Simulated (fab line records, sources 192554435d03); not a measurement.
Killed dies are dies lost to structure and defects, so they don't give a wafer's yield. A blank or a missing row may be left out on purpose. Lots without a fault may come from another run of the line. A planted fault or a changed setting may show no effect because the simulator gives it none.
fab line records | flow n5_finfet
record lots=7 wafers=19 last_day=17
route steps=1938 shown BEOL_M10@1514 PASSIVATION@1936
lots that met no fault: from a run of the same line without faults
start_h: hours from the record's first day to the start of the lot's first wafer shown | wait_h: hours since the lot's step before | " the same as in the row above | L1.1+2: a row that stands for several wafers | - no value, or no start given | * or withheld: withheld | < > ~ a bound
route shown NAME@n: a module of which the file shows steps, and the number in the route of the first | usual: mean/standard deviation of fault-free wafers | same: alike in all rows | chamber/n: place in a boat | sites: the reading at each site | _std_site: their standard deviation | _edge_site: outer sites' mean less inner sites' | radius_mm: how far each site lies from the wafer's centre | mask NAME#n: copy n | behind: the tool/chamber that last shaped the wafer | hold: why the lot was held/for how many hours/how that ended | device: the transistor (n, p or np) that didn't switch | end of line: the same wafers' tests at the end of the route | a step without rows: its recipe alone | killed: dies lost to structure and defects at the first sort, not the wafer's yield | map: a wafer's dies, x killed, . not, _ none there
set.NAME: the setting as run; set.NAME@STEP: as run at that earlier step | model.NAME: the simulator's own value behind a step, which no gauge read
lots at some steps of the route; a table a step, a row a wafer
services: from which hour (start_h, from the record's first day; less than 0 if before it) a tool's chamber was out of use, for how many hours, and why
## steps
# step N5_BEOL_M10_STRIP_77
# recipe chemistry=N2/H2 time_s=10 power_w=450 temp_c=40 pressure_mtorr=20 rf_frequency_hz=6e+07 bias_power_w=7 n2_flow_sccm=200 h2_flow_sccm=200
# usual drypump_motor_current_A=5.8/0.47 oes_product_au=0.78/0.092 rf_vpp_V=59.0/0.81 showerhead_plenum_p_Torr=2.49/0.035 throttle_valve_pct=23.60/0.28
# columns lot.wafer tool chamber start_h wait_h drypump_motor_current_A oes_product_au rf_hours_counter_h rf_vpp_V showerhead_plenum_p_Torr throttle_valve_pct
L535.4 rie_diel-01 1 - - 5.7 0.67 252 58.0 2.49 23.82
L535.5 " 3 " " 4.8 0.71 - 58.3 2.51 23.96
L535.6 " 0 " " 6.5 0.84 - 59.0 2.48 23.16
L537.1 rie_diel-01 0 - - 6.5 0.83 70 59.3 2.48 23.18
L537.2 " 2 " " 5.7 0.89 36 61.2 2.48 23.50
L537.3 " 3 " " 4.8 0.71 224 59.6 2.51 23.98
L538.1 rie_diel-02 3 - - 6.1 0.74 144 60.3 2.54 23.46
L538.2 " 0 " " 5.6 0.75 138 59.1 2.44 23.56
L538.3 " 2 " " 6.0 0.71 199 58.3 2.52 24.10
L541.2 rie_diel-01 0 - - 6.5 0.82 77 60.5 2.47 23.20
L541.4 " 1 " " 5.7 0.98 2 58.6 2.49 23.47
L544.2 rie_diel-02 3 - - 6.1 0.73 157 58.3 2.54 23.49
L544.5 " 1 " " 6.1 0.69 - 58.2 2.53 23.55
L551.2 rie_diel-01 2 - - 5.7 0.85 68 59.9 2.47 23.57
L551.3 " 0 " " 6.5 0.81 102 58.7 2.46 23.23
L551.5 " 2 " " 5.7 0.85 - 59.0 2.47 23.57
L556.4 rie_diel-02 3 - - 6.1 0.71 178 58.9 2.53 23.52
L556.5 " 0 " " 5.7 0.72 - 59.6 2.42 23.60
L556.6 " 3 " " 6.1 0.71 - 57.6 2.53 23.51
# step N5_BEOL_M10_OCD_MEAS_38
# usual trench_depth_nm=148.7/2.8
# columns lot.wafer tool chamber start_h wait_h trench_depth_nm
L535.4 ocd-02 - 223.10 - 146.4
L535.5 " - " " 144.4
L535.6 " - " " 147.1
L537.1 ocd-02 - 247.15 - 149.1
L537.2 " - " " 152.6
L537.3 " - " " 145.4
L538.1 ocd-01 - 261.21 - 149.2
L538.2 " - " " 151.2
L538.3 " - " " 145.1
L541.2 ocd-01 - 263.86 - 151.2
L541.4 " - " " 154.0
L544.2 ocd-01 - 292.62 - 150.1
L544.5 " - " " 147.6
L551.2 ocd-02 - 322.80 - 150.0
L551.3 " - " " 148.3
L551.5 " - " " 151.1
L556.4 ocd-01 - 358.14 - 147.9
L556.5 " - " " 149.3
L556.6 " - " " 147.8
# step N5_BEOL_M10_HM_STRIP_39
# recipe chemistry=peroxide_tin_strip material=TiN target_depth_a=250 temp_c=50 time_s=158
# step N5_BEOL_M10_SRD_40
# recipe time_s=30 temp_c=23 rinse_liquid=diw dry=ipa_marangoni
# step N5_BEOL_M10_PRECLEAN_42
# recipe chemistry=residue_remover time_s=60 temp_c=40
# step N5_BEOL_M10_SRD_43
# recipe time_s=30 temp_c=23 rinse_liquid=diw dry=ipa_marangoni
# step N5_BEOL_M10_CD_MEAS_35
# recipe target_cd_nm=70 polarity=opening
# usual cd_nm=69.9/0.6
# columns lot.wafer tool chamber start_h wait_h cd_nm
L535.4 cd_sem-02 - 223.26 0.0 69.8
L535.5 " - " " 69.9
L535.6 " - " " 70.3
L537.1 cd_sem-03 - 247.30 0.0 70.0
L537.2 " - " " 70.3
L537.3 " - " " 69.1
L538.1 cd_sem-03 - 261.36 0.0 70.1
L538.2 " - " " 69.9
L538.3 " - " " 69.8
L541.2 cd_sem-01 - 264.01 0.0 69.1
L541.4 " - " " 68.7
L544.2 cd_sem-01 - 292.78 0.0 68.6
L544.5 " - " " 68.7
L551.2 cd_sem-01 - 322.95 0.0 69.3
L551.3 " - " " 70.8
L551.5 " - " " 70.4
L556.4 cd_sem-02 - 358.30 0.0 70.1
L556.5 " - " " 70.2
L556.6 " - " " 70.5
# step N5_BEOL_M10_CURE_72
# recipe temp_c=370 time_s=120 ambient=DMADMS/He material=SiCOH_lowk
# usual lamp_power_pct=52.32/0.048 wafer_temp_C_max=371.8/0.52
# columns lot.wafer tool chamber start_h wait_h lamp_power_pct wafer_temp_C_max
L535.4 uv_cure-03 1 223.44 0.2 52.33 372.9
L535.5 " 1 " " 52.26 372.6
L535.6 " 1 " " 52.37 372.4
L537.1 uv_cure-02 2 247.34 0.0 52.34 371.6
L537.2 " 2 " " 52.22 371.3
L537.3 " 2 " " 52.32 371.4
L538.1 uv_cure-03 0 261.40 0.0 52.39 371.5
L538.2 " 0 " " 52.44 371.3
L538.3 " 0 " " 52.32 371.4
L541.2 uv_cure-02 1 264.10 0.1 52.33 371.2
L541.4 " 1 " " 52.31 371.6
L544.2 uv_cure-01 2 293.18 0.4 52.34 371.7
L544.5 " 2 " " 52.33 371.1
L551.2 uv_cure-02 2 323.04 0.1 52.31 371.4
L551.3 " 2 " " 52.34 371.9
L551.5 " 2 " " 52.29 372.0
L556.4 uv_cure-03 0 358.48 0.2 52.33 371.6
L556.5 " 0 " " 52.27 371.2
L556.6 " 0 " " 52.33 371.4
# step N5_BEOL_M10_DEGAS_44
# recipe ambient=vacuum temp_c=250 time_s=60
# usual heater_power_w=330/44
# columns lot.wafer tool chamber start_h wait_h heater_power_w
L535.4 pvd_sputter-02 - 223.83 0.3 375
L535.5 " - " " 302
L535.6 " - " " 351
L537.1 pvd_sputter-03 - 247.77 0.4 369
L537.2 " - " " 296
L537.3 " - " " 373
L538.1 pvd_sputter-01 - 262.08 0.6 346
L538.2 " - " " 348
L538.3 " - " " 377
L541.2 pvd_sputter-02 - 265.04 0.9 292
L541.4 " - " " 349
L544.2 pvd_sputter-01 - 293.46 0.2 338
L544.5 " - " " 378
L551.2 pvd_sputter-03 - 323.55 0.5 336
L551.3 " - " " 372
L551.5 " - " " 344
L556.4 pvd_sputter-01 - 358.69 0.2 368
L556.5 " - " " 381
L556.6 " - " " 247
# step N5_BEOL_M10_PRE_CLEAN_45
# recipe gas=H2/He time_s=30 temp_c=250
# step N5_BEOL_M10_ALD_74
# recipe material=TaN target_thk_a=20 temp_c=275 ald_precursor_family=PDMAT ald_co_reactant=NH3 pressure_torr=3 carrier_flow_sccm=1500 pulse_time_s=2 purge_time_s=3 co_reactant_purge_time_s=2 co_reactant_pulse_time_s=3 ald_cycles=40 precursor_vessel_temp_c=75 precursor_vessel_pressure_torr=26.25 precursor_vessel_carrier_sccm=1000
# usual heater_power_w=426/48 mfc_carrier_sccm=1500/4.8
# columns lot.wafer tool chamber start_h wait_h heater_power_w mfc_carrier_sccm
L535.4 ald_metal-04 2 223.95 0.1 383 1498
L535.5 " 1 " " 458 1510
L535.6 " 0 " " 461 1505
L537.1 ald_metal-01 3 248.01 0.2 385 1506
L537.2 " 0 " " 448 1494
L537.3 " 2 " " 445 1490
L538.1 ald_metal-01 1 262.18 0.0 498 1504
L538.2 " 0 " " 448 1493
L538.3 " 3 " " 372 1500
L541.2 ald_metal-01 2 265.14 0.0 452 1505
L541.4 " 1 " " 480 1496
L544.2 ald_metal-04 1 293.56 0.0 449 1503
L544.5 " 1 " " 459 1500
L551.2 ald_metal-04 3 323.67 0.1 394 1499
L551.3 " 1 " " 458 1503
L551.5 " 1 " " 468 1499
L556.4 ald_metal-03 0 358.81 0.1 372 1502
L556.5 " 3 " " 313 1501
L556.6 " 2 " " 448 1505
# step N5_BEOL_M10_SURFACE_TREAT_76
# recipe gas=Ar time_s=* ion_energy_ev=* ion_current_ma_cm2=0.5 pressure_mtorr=* ar_flow_sccm=30
# step N5_BEOL_M10_CVD_75
# recipe material=Co target_thk_a=20 temp_c=withheld precursor=CCTBA/H2 pressure_torr=30 time_s=138.9
# usual run_length_s=162.0/0.37
# columns lot.wafer tool chamber start_h wait_h run_length_s
L535.4 cvd_co-01 1 224.67 0.3 161.9
L535.5 " 0 " " 162.2
L535.6 " 2 " " 162.3
L537.1 cvd_co-02 0 248.42 0.0 161.8
L537.2 " 2 " " 161.9
L537.3 " 1 " " 161.8
L538.1 cvd_co-01 1 262.57 0.0 162.5
L538.2 " 2 " " 226.5
L538.3 " 0 " " 226.6
L541.2 cvd_co-01 0 265.60 0.1 226.4
L541.4 " 0 " " 162.6
L544.2 cvd_co-01 1 293.98 0.1 226.6
L544.5 " 1 " " 161.9
L551.2 cvd_co-02 0 324.02 0.0 161.8
L551.3 " 0 " " 161.3
L551.5 " 0 " " 161.5
L556.4 cvd_co-02 0 359.31 0.1 161.5
L556.5 " 1 " " 162.0
L556.6 " 2 " " 161.5
# step N5_BEOL_M10_SPUTTER_48
# recipe material=Cu target_thk_a=120 temp_c=-20 bias_v=60 power_w=26000 chamber_pressure_pa=0.13 time_s=2
# usual cathode_dc_power_W=26000/4.6 throttle_valve_pct=30.3/0.43
# columns lot.wafer tool chamber start_h wait_h cathode_dc_power_W throttle_valve_pct
L535.4 pvd_sputter-03 - 226.72 2.0 26001 30.1
L535.5 " - " " 25999 30.0
L535.6 " - " " 25997 30.7
L537.1 pvd_sputter-03 - 248.55 0.1 25992 30.4
L537.2 " - " " 25994 29.8
L537.3 " - " " 26003 29.7
L538.1 pvd_sputter-01 - 262.72 0.1 26004 30.3
L538.2 " - " " 26000 29.7
L538.3 " - " " 26007 30.4
L541.2 pvd_sputter-02 - 265.71 0.1 26010 30.6
L541.4 " - " " 25997 30.7
L544.2 pvd_sputter-03 - 294.12 0.1 26002 30.3
L544.5 " - " " 26000 30.5
L551.2 pvd_sputter-03 - 324.25 0.2 26000 30.4
L551.3 " - " " 26005 29.9
L551.5 " - " " 26005 30.0
L556.4 pvd_sputter-03 - 361.07 1.7 26004 30.1
L556.5 " - " " 25992 29.9
L556.6 " - " " 26001 30.0
# step N5_PASSIVATION_PROBE_49
# usual defect_limited_yield=91.2/1.6 killed_at_M0_to_M3=33/11 killed_at_M4_up=15/6.2 killed_at_contacts=15/7.1 killed_at_front_end=38/12 killed_at_other=4/3.5 killed_dies=104/19 killed_open=69/14 killed_short=34/8.5 sort_bin_5_function=5.2/0.99 sort_bin_6_memory=3.3/0.77 sort_n_pass=1076/19 sort_yield_pct=91.2/1.6
# same gross_dies=1180 killed_at_back_side=0 sort_bin_4_leakage[%]=0 sort_bin_8_speed[%]=0
# columns lot.wafer tool chamber start_h wait_h defect_limited_yield[%] killed_at_M0_to_M3 killed_at_M4_up killed_at_contacts killed_at_front_end killed_at_other killed_dies killed_open killed_short sort_bin_5_function[%] sort_bin_6_memory[%] sort_n_pass sort_yield_pct[%]
L535.4 prober-02 - 279.66 0.2 89.4 29 11 19 62 4 125 76 49 6.8 3.6 1055 89.4
L535.5 prober-02 - 279.71 0.2 91.0 26 11 30 34 5 106 74 32 5.9 2.9 1074 91.0
L535.6 prober-02 - 279.76 0.3 89.9 34 15 12 45 13 119 90 28 5.6 4.0 1061 89.9
L537.1 prober-02 - 293.59 0.0 90.2 44 5 18 36 13 116 87 29 5.2 4.6 1064 90.2
L537.2 prober-02 - 293.64 0.1 90.2 28 9 17 53 9 116 77 39 5.5 3.7 1064 90.2
L537.3 prober-02 - 293.69 0.1 87.2 55 8 24 58 6 151 98 51 6.7 5.7 1029 87.2
# killed by level:class
L535.4 FIN_SAQP:geometric_particle:short=13 MOL_CONTACT_COAG:geometric_particle:open=13 FIN_SAQP:geometric_particle:open=11 STI_FIN_REVEAL:geometric_particle:open=11 GATE_CUT:geometric_particle:short=11 BEOL_M0_SAQP:geometric_particle:short=10 BEOL_M3:geometric_particle:open=7 DUMMY_GATE:geometric_particle:open=6
L535.5 MOL_CONTACT_COAG:geometric_particle:open=23 STI_FIN_REVEAL:geometric_particle:open=12 MOL_CONTACT_COAG:geometric_particle:short=7 BEOL_M3:geometric_particle:open=7 BEOL_M0_SAQP:geometric_particle:short=6 BEOL_M0_SAQP:geometric_particle:open=6 BEOL_M4:geometric_particle:open=6 FIN_SAQP:geometric_particle:open=4
L535.6 STI_FIN_REVEAL:geometric_particle:open=24 MOL_CONTACT_COAG:geometric_particle:open=10 BEOL_M1:geometric_particle:open=9 BEOL_M0_SAQP:geometric_particle:open=8 GATE_CUT:geometric_particle:short=7 MIM_TOP_ETCH:geometric_particle:open=5 BEOL_M0_SAQP:geometric_particle:short=4 BEOL_M2:geometric_particle:open=4
L537.1 STI_FIN_REVEAL:geometric_particle:open=17 MOL_CONTACT_COAG:geometric_particle:open=17 BEOL_M2:geometric_particle:open=15 BEOL_M1:geometric_particle:open=9 MIM_TOP_ETCH:geometric_particle:open=8 GATE_CUT:geometric_particle:open=5 BEOL_M0:geometric_particle:open=5 MIM_TOP_ETCH:geometric_particle:short=5
L537.2 STI_FIN_REVEAL:geometric_particle:open=20 MOL_CONTACT_COAG:geometric_particle:open=14 BEOL_M2:geometric_particle:open=8 BEOL_M0_SAQP:geometric_particle:short=7 FIN_SAQP:geometric_particle:open=6 STI_FIN_REVEAL:geometric_particle:short=6 BEOL_M0:geometric_particle:open=6 GATE_CUT:geometric_particle:short=5
L537.3 MOL_CONTACT_COAG:geometric_particle:open=22 STI_FIN_REVEAL:geometric_particle:open=21 BEOL_M0_SAQP:geometric_particle:short=13 BEOL_M2:geometric_particle:open=11 BEOL_M1:geometric_particle:open=10 BEOL_M0_SAQP:geometric_particle:open=9 GATE_CUT:geometric_particle:short=7 STARTING-WAFER:geometric_particle:short=7
## services
# columns tool chamber start_h hours kind
ald_metal-04 - 199.22 1.0 repair
rie_diel-01 0 205.00 10.7 repair
uv_cure-01 - 222.53 5.0 pm
rie_diel-01 1 226.12 7.0 repair
uv_cure-01 - 227.53 7.5 pm
uv_cure-03 - 229.12 1.0 pm
cvd_co-02 - 231.43 0.3 repair
rie_diel-01 1 233.20 - clean
rie_diel-01 1 233.20 - consumable_replace:focus_ring
rie_diel-01 1 233.20 23.2 scheduled_down
rie_diel-01 1 233.20 23.2 vent_cycle
ald_metal-04 1 235.12 6.6 repair
uv_cure-01 - 236.52 2.1 pm
uv_cure-02 - 253.49 1.0 pm
ald_metal-04 3 273.42 4.0 repair
uv_cure-03 - 279.69 2.1 pm
cvd_co-02 2 286.37 40.8 repair
uv_cure-03 - 305.67 0.6 repair
rie_diel-01 3 306.54 - clean
rie_diel-01 3 306.54 - consumable_replace:focus_ring
pvd_sputter-03 - 316.18 2.9 repair
ald_metal-04 2 322.90 7.5 repair
ald_metal-03 - 337.30 14.0 pm
rie_diel-01 3 343.36 5.8 repair
## key
first_sign step=N5_BEOL_M10_CVD_75 reading=run_length_s direction=up sigmas=99+ usual=* struck=*
effect none on later readings
met_at N5_BEOL_M10_CVD_75
struck_wafers L538.2,L538.3,L541.2,L544.2
onset_between 224.67 262.57
fault kind=process_parameter_drift tool=cvd_co-01 chamber=- onset_h=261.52 steps=N5_BEOL_M10_CVD_75 channel=time_s offset=* shape=step end_h=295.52 scope=struck_wafers_only acts_in=* stated=*
